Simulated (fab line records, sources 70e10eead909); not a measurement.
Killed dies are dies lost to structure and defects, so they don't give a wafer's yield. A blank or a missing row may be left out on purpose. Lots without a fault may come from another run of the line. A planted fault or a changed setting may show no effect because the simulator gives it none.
One fault seen from 2 desks | flow nand_harc | each desk has only its own numbers; what lay behind them comes last

THE METROLOGY DESK
What the gauges read, lot by lot, whatever tool the lot ran on: means of the sampled wafers that have a number. A lot is out of limits, marked OUT, if its mean lies more than 4 standard deviations from the usual mean; the brackets give that distance.
Columns: A = cd_nm at NHARC_A_CONTACT_CD_MEAS_15, usual 89.9 nm
lot  | first seen here | A
L623 | day 16 23:44    | 89.9
L624 | day 17 07:54    | 89.4
L625 | day 17 19:13    | 90.3
L627 | day 18 17:53    | 89.8
L629 | day 18 22:50    | 89.7
L634 | day 20 12:14    | 90.2
L636 | day 20 19:28    | 90.2
L638 | day 21 03:06    | 89.9
L637 | day 21 07:42    | 89.5
L643 | day 22 05:43    | 89.8
L644 | day 22 10:16    | 90.1
L645 | day 22 23:23    | 89.4
This desk's finding: nothing out of limits on any of the 12 lots.

THE TOOL OWNER'S DESK: rie_diel-03
The tool's own readings at NHARC_A_BLC_ETCH_17 (etches the open film in N2/H2, target depth 390 nm, time 609.38 s): means of the sampled wafers that have a number, for each lot that ran on this tool. A lot is out of limits, marked OUT, if its mean lies more than 4 standard deviations from the usual mean; the brackets give that distance.
Columns: A = drypump_motor_current_A at NHARC_A_BLC_ETCH_17, usual 5.7 A; B = oes_product_au at NHARC_A_BLC_ETCH_17, usual 1.004 a.u.; C = rf_vpp_V at NHARC_A_BLC_ETCH_17, usual 429.5 V; D = showerhead_plenum_p_Torr at NHARC_A_BLC_ETCH_17, usual 2.00 Torr; E = throttle_valve_pct at NHARC_A_BLC_ETCH_17, usual 14.170 %
lot  | first seen here | A   | B                | C     | D    | E
L625 | day 18 03:09    | 6.0 | 0.999            | 428.0 | 1.95 | 14.172
L629 | day 19 02:11    | 5.2 | 0.993            | 428.9 | 1.99 | 14.167
L634 | day 20 15:34    | 5.6 | 0.909 (-9.5) OUT | 428.9 | 1.98 | 14.158
L636 | day 21 00:47    | 5.6 | 0.961 (-4.3) OUT | 430.2 | 1.98 | 14.166
This desk's finding: out of limits on L634, L636; first on L634, day 20 15:34 (oes_product_au at NHARC_A_BLC_ETCH_17). In limits: L625, L629.

PUT TOGETHER
The tool owner's desk could have raised an alarm at day 20 15:34, on L634, L636.
The metrology desk saw nothing out of limits.
The metrology desk has L634, L636 on record, within its limits.
Of the lots named, all ran NHARC_A_BLC_ETCH_17 on rie_diel-03.

WHAT THE SIMULATOR HAD PUT IN
Process parameter drift: rie_diel-03, from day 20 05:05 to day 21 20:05, at NHARC_A_BLC_ETCH_17. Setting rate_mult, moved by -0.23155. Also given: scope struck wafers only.
Lots struck among those shown: L634, L636.
Hours from the fault's start to each desk's first reading out of limits: the tool owner's desk, 10.
